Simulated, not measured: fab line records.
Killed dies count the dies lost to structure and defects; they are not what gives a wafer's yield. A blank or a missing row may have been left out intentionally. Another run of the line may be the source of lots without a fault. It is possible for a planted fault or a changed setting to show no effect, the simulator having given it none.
Comparing a struck lot with a sound one	flow n5Finfet	37 out of 1938 route steps
Sound: wafers L550.1, L550.2, L550.3. Struck: wafer L554.5. (L554.6 of the same lot was not struck and is left out.) The cause comes at the end.
Order at every step that has rows: each side's tool, ch and its chambers, its first start. Under that, the readings that differ: sound wafers	struck wafers	difference of the means	sigmas: that difference in standard deviations of wafers without a fault.
alike: readings with means less than 2 such deviations apart, plus words and numbers identical on both sides. not compared: withheld readings, readings lacking a value on some wafer, bounds such as >300 that could conceal the same value, and numbers that have no deviation in the record and whose values overlap.
Wherever a step has rows on one side only, a row that says differs or no value, or a row with sigmas, the two part there. When numbers do not overlap yet have no deviation, they are printed without sigmas and do not part them. A reading missing from all wafers of one side parts the sides only when that side holds two or more wafers.

first, 9 steps without rows for these wafers: N5_BEOL_M12_PRE_CLEAN_42 (time 30 s); N5_BEOL_M12_SPUTTER_43 (material TaN, target thk 15 nm, time 24.19 s); N5_BEOL_M12_SPUTTER_44 (material Ta, target thk 10 nm, time 16.13 s); N5_BEOL_M12_SPUTTER_45 (material Cu, target thk 80 nm, time 13.33 s); N5_BEOL_M12_ECD_47 (material Cu, target thk 720 nm); N5_BEOL_M12_ANNEAL_48 (time 90 s); N5_BEOL_M12_CMP_49 (polishes, stops on SiOC, t overpolish 20.6 s, target thk 320 nm); N5_BEOL_M12_PRE_CLEAN_52 (time 15 s); N5_BEOL_M12_DEP_53 (deposits SiCN from 3MS/NH3, target thk 30 nm, time 10.5 s).
N5_BEOL_M13_ILD_DEP_00: deposits SiOC from DEMS/O2, target thk 837.92 nm, time 166.4 s.
  sound on pecvd-02 ch 0,1,2, day 14 03:38; struck on pecvd-01 ch 1, day 14 12:59
reading	sound	struck	difference	sigmas
runLengthS (s)	211.1 211.3 211.7	202.5	-8.9	-19
model.SiOC_of_BEOL_M13_ILD_DEP_00.thkNm (nm)	820.6 834.6 828.4	782.4	-45.5	
  alike: heaterPowerW, showerheadPlenumPTorr, throttleValvePct
N5_BEOL_M13_THK_MEAS_01:
  sound on filmMetro-01 at day 14 03:51; struck on filmMetro-02 at day 14 13:05
reading	sound	struck	difference	sigmas
M13_ILD_THK (nm)	820 834 828	782	-45	-4
then, 10 steps without rows for these wafers: N5_BEOL_M13_COAT_58 (time 60 s, resist thk 89 nm); N5_BEOL_M13_COAT_04 (resist thk 400 nm); N5_BEOL_M13_EBR_06; N5_BEOL_M13_SOFTBAKE_05 (time 60 s); N5_BEOL_M13_EXPOSE_07 (exposes mask V12); N5_BEOL_M13_PEB_08 (peb time 90 s); N5_BEOL_M13_DEVELOP_09 (develop time 45 s); N5_BEOL_M13_HARDBAKE_14 (time 120 s); N5_BEOL_M13_DESCUM_15 (chemistry O2, time 7.9 s); N5_BEOL_M13_ETCH_59 (etches BARC in N2/H2, target depth 89 nm, overetch 26.7 nm, time 67.9 s).
N5_BEOL_M13_VIA_ETCH_16: etches SiOC in C4F8/O2/Ar, target depth 921.7 nm.
  sound on rieDiel-01 ch 0,1,2, day 14 04:27; struck on rieDiel-06 ch 3, day 14 14:02
reading	sound	struck	difference	sigmas
rfVppV (V)	666 664 668	655	-11	-3
showerheadPlenumPTorr (Torr)	3.49 3.38 3.51	3.17	-0.29	-2
model.etch.depthNm (nm)	820.6 834.6 828.4	782.4	-45.5	
model.coat_of_BEOL_M13_COAT_04.thkNm (nm)	74.4 71.8 76.4	86.8	+12.6	
  alike: drypumpMotorCurrentA, heOuterTorr, oesProductAu, throttleValvePct
N5_BEOL_M13_STRIP_63: strips in N2/H2.
  sound on plasmaAsher-01 ch 0,1, day 14 04:41; struck on plasmaAsher-02 ch 1, day 14 14:11
reading	sound	struck	difference	sigmas
stripTimeToEndpointS (s)	29.0 28.2 29.6	32.5	+3.6	+3
  alike: drypumpMotorCurrentA, heaterPowerW, n2FlowSccm, oesProductAu, tempC
  not compared: rfHoursCounterH
then, 12 steps without rows for these wafers: N5_BEOL_M13_STRIP_64 (strips in N2/H2); N5_BEOL_M13_STRIP_71 (strips in post etch residue remover, time 60 s); N5_BEOL_M13_SRD_72 (time 30 s, dry time 30 s); N5_BEOL_M13_COAT_65 (time 60 s, resist thk 350 nm); N5_BEOL_M13_COAT_66 (time 60 s, resist thk 110 nm); N5_BEOL_M13_COAT_22 (resist thk 300 nm); N5_BEOL_M13_EBR_24; N5_BEOL_M13_SOFTBAKE_23 (time 60 s); N5_BEOL_M13_EXPOSE_25 (exposes mask M13, target cd 210 nm); N5_BEOL_M13_PEB_26 (peb time 90 s); N5_BEOL_M13_DEVELOP_27 (develop time 45 s); N5_BEOL_M13_HARDBAKE_32 (time 120 s).
N5_BEOL_M13_CMP_49: polishes, stops on SiOC, t overpolish 17.1 s, target thk 420 nm.
  sound on cmp-04 ch 0,1,2, day 14 12:09; struck on cmp-02 ch 1, day 14 20:43
reading	sound	struck	difference	sigmas
model.SiOC_of_BEOL_M13_ILD_DEP_00.thkNm (nm)	764.2 776.6 772	725.6	-45.3	
  alike: motorCurrentA, retainingRingPressureFrac
following that, these wafers have no rows for 1 step: N5_PASSIVATION_PROBE_49.

== WHERE THEY PART ==
Last at N5_BEOL_M13_STRIP_63 as far as this record goes, first at N5_BEOL_M13_ILD_DEP_00. Later steps at which nothing parts them and some readings are alike: N5_BEOL_M13_CMP_49.

WHY: the cause the simulator had injected
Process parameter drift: pecvd-01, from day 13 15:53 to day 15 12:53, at N5_BEOL_M13_ILD_DEP_00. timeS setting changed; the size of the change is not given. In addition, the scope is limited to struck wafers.
